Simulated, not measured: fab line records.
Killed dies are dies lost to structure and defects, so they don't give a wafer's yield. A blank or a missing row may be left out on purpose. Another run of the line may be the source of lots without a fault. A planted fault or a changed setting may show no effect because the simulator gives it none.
Lot-split experiment || flow n5Finfet || 21 wafers read from 7 lots, route of 1938 steps

THE SPLIT
At N5_BEOL_M9_TRENCH_ETCH_37 (etches SiCOH lowk in C4F6/O2, target depth 151.43 nm, time 49 s), the setting timeS was moved away from the recipe's 49 s on 7 of the 21 wafers read, by -19.5% to +17.6%. All remaining wafers had this setting at the recipe value.

FROM THE SPLIT TO THE READING: what the file shows between them, 11 steps
- N5_BEOL_M9_ETCH_41: etches SiCN in CH3F/O2, target depth 36.6 nm, time 70.1 s
- N5_BEOL_M9_STRIP_80: strips in N2/H2, time 10 s
- N5_BEOL_M9_OCD_MEAS_38
- N5_BEOL_M9_HM_STRIP_39: strips TiN in peroxide tin strip, target depth 25 nm, time 158 s
- N5_BEOL_M9_SRD_40: time 30 s
- N5_BEOL_M9_ECD_50: material Cu, target thk 318 nm
- N5_BEOL_M9_ANNEAL_51: time 90 s
- N5_BEOL_M9_CMP_52: polishes, stops on SiCOH lowk, t overpolish 7 s, target thk 140 nm
- N5_BEOL_M9_THK_MEAS_53: measures by xrf
- N5_BEOL_M9_PRE_CLEAN_55: time 15 s
- N5_BEOL_M9_DEP_56: deposits SiCN from 3MS/NH3, target thk 15 nm, time 26.5 s

THE READING
At N5_BEOL_M9_RS_MEAS_57, a four-point-probe measurement gives M9_RS in ohm/sq. Fault-free wafers of this fab line usually give 0.152 ohm/sq, standard deviation 0.0036 ohm/sq.

{"wafer": "L077.1", "tool, chamber at the split": "rieDiel-06, 3", "timeS as run, s": 49, "against the recipe": "recipe", "M9_RS, ohm/sq": 0.146, "against lot-mates on the recipe": "-"}
{"wafer": "L077.5", "tool, chamber at the split": "rieDiel-06, 1", "timeS as run, s": 54.43, "against the recipe": "+11.1%", "M9_RS, ohm/sq": 0.131, "against lot-mates on the recipe": -0.015}
{"wafer": "L077.6", "tool, chamber at the split": "rieDiel-06, 0", "timeS as run, s": 54.43, "against the recipe": "+11.1%", "M9_RS, ohm/sq": 0.138, "against lot-mates on the recipe": -0.008}
{"wafer": "L080.1", "tool, chamber at the split": "rieDiel-02, 0", "timeS as run, s": 49, "against the recipe": "recipe", "M9_RS, ohm/sq": 0.154, "against lot-mates on the recipe": "-"}
{"wafer": "L080.3", "tool, chamber at the split": "rieDiel-02, 2", "timeS as run, s": 54, "against the recipe": "+10.2%", "M9_RS, ohm/sq": 0.140, "against lot-mates on the recipe": -0.013}
{"wafer": "L080.6", "tool, chamber at the split": "rieDiel-02, 3", "timeS as run, s": 49, "against the recipe": "recipe", "M9_RS, ohm/sq": 0.152, "against lot-mates on the recipe": "-"}
{"wafer": "L081.1", "tool, chamber at the split": "rieDiel-03, 2", "timeS as run, s": 49, "against the recipe": "recipe", "M9_RS, ohm/sq": 0.156, "against lot-mates on the recipe": "-"}
{"wafer": "L081.2", "tool, chamber at the split": "rieDiel-03, 1", "timeS as run, s": 39.44, "against the recipe": "-19.5%", "M9_RS, ohm/sq": 0.197, "against lot-mates on the recipe": "+0.041"}
{"wafer": "L081.5", "tool, chamber at the split": "rieDiel-03, 3", "timeS as run, s": 49, "against the recipe": "recipe", "M9_RS, ohm/sq": 0.156, "against lot-mates on the recipe": "-"}
{"wafer": "L082.2", "tool, chamber at the split": "rieDiel-03, 1", "timeS as run, s": 49, "against the recipe": "recipe", "M9_RS, ohm/sq": 0.150, "against lot-mates on the recipe": "-"}
{"wafer": "L082.3", "tool, chamber at the split": "rieDiel-03, 0", "timeS as run, s": 57.61, "against the recipe": "+17.6%", "M9_RS, ohm/sq": 0.127, "against lot-mates on the recipe": -0.023}
{"wafer": "L082.4", "tool, chamber at the split": "rieDiel-03, 0", "timeS as run, s": 57.61, "against the recipe": "+17.6%", "M9_RS, ohm/sq": 0.129, "against lot-mates on the recipe": -0.021}
{"wafer": "L086.2", "tool, chamber at the split": "rieDiel-06, 1", "timeS as run, s": 49, "against the recipe": "recipe", "M9_RS, ohm/sq": 0.148, "against lot-mates on the recipe": "-"}
{"wafer": "L086.5", "tool, chamber at the split": "rieDiel-06, 1", "timeS as run, s": 49, "against the recipe": "recipe", "M9_RS, ohm/sq": 0.151, "against lot-mates on the recipe": "-"}
{"wafer": "L086.6", "tool, chamber at the split": "rieDiel-06, 3", "timeS as run, s": 55.18, "against the recipe": "+12.6%", "M9_RS, ohm/sq": 0.129, "against lot-mates on the recipe": -0.020}
{"wafer": "L091.3", "tool, chamber at the split": "rieDiel-06, 1", "timeS as run, s": 49, "against the recipe": "recipe", "M9_RS, ohm/sq": 0.146, "against lot-mates on the recipe": "-"}
{"wafer": "L091.4", "tool, chamber at the split": "rieDiel-06, 2", "timeS as run, s": 49, "against the recipe": "recipe", "M9_RS, ohm/sq": 0.149, "against lot-mates on the recipe": "-"}
{"wafer": "L091.6", "tool, chamber at the split": "rieDiel-06, 2", "timeS as run, s": 49, "against the recipe": "recipe", "M9_RS, ohm/sq": 0.150, "against lot-mates on the recipe": "-"}
{"wafer": "L093.2", "tool, chamber at the split": "rieDiel-02, 0", "timeS as run, s": 49, "against the recipe": "recipe", "M9_RS, ohm/sq": 0.158, "against lot-mates on the recipe": "-"}
{"wafer": "L093.3", "tool, chamber at the split": "rieDiel-02, 2", "timeS as run, s": 49, "against the recipe": "recipe", "M9_RS, ohm/sq": 0.153, "against lot-mates on the recipe": "-"}
{"wafer": "L093.5", "tool, chamber at the split": "rieDiel-02, 1", "timeS as run, s": 49, "against the recipe": "recipe", "M9_RS, ohm/sq": 0.151, "against lot-mates on the recipe": "-"}

THE FIT
A straight line over all 21 wafers: M9_RS changes by -0.00172 ohm/sq for each +1% of timeS; r = -0.95; the points scatter about the line by 0.0047 ohm/sq.
The same after taking each lot's own level away (the mean of its wafers on the recipe; 21 wafers): -0.00154 ohm/sq for each +1%; r = -0.96; scatter 0.0037 ohm/sq.
According to that fit, moving timeS by its largest amount changes the reading by 0.03 ohm/sq.
Measured against the standard deviation above, the lots' own levels, which go from 0.1460 to 0.1560 ohm/sq, span 2.8 times it.
So the lot-to-lot level changes the slope: the two fits differ.
Check: for one of the wafers moved furthest among these (-19.5%), held out of the fit, the line's prediction against its lot-mates is +0.0247 ohm/sq. Against them it came out at +0.041 ohm/sq.

THE WHOLE CHAIN: every reading that the file lists as answering this split, in the file's order
{"step": "N5_BEOL_M9_TRENCH_ETCH_37", "what it does": "etches SiCOH lowk in C4F6/O2, target depth 151.43 nm, time 49 s", "reading": "BEOL_M9.featureDepthNm (the simulator's own value, which no gauge read)", "change (the file's fit)": "+1.37 nm for each +1% of the setting", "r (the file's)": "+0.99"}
{"step": "N5_BEOL_M9_TRENCH_ETCH_37", "what it does": "etches SiCOH lowk in C4F6/O2, target depth 151.43 nm, time 49 s", "reading": "etch.depthNm (the simulator's own value, which no gauge read)", "change (the file's fit)": "+1.36 nm for each +1% of the setting", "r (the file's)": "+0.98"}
{"step": "N5_BEOL_M9_OCD_MEAS_38", "what it does": "", "reading": "trenchDepthNm", "change (the file's fit)": "+1.36 nm for each +1% of the setting", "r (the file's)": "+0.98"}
{"step": "N5_BEOL_M9_CMP_52", "what it does": "polishes, stops on SiCOH lowk, t overpolish 7 s, target thk 140 nm", "reading": "Cu_of_BEOL_M9_ECD_50.thkNm (the simulator's own value, which no gauge read)", "change (the file's fit)": "+1.29 nm for each +1% of the setting", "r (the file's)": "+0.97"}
{"step": "N5_BEOL_M9_THK_MEAS_53", "what it does": "measures by xrf", "reading": "M9_THK", "change (the file's fit)": "+1.33 for each +1% of the setting", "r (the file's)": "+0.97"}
{"step": "N5_BEOL_M9_RS_MEAS_57", "what it does": "measures by four-point-probe", "reading": "M9_RS", "change (the file's fit)": "-0.00158 for each +1% of the setting", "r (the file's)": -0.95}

FILE'S OWN FIT
M9_RS changes by -0.00158 ohm/sq for each +1% of timeS, r = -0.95.
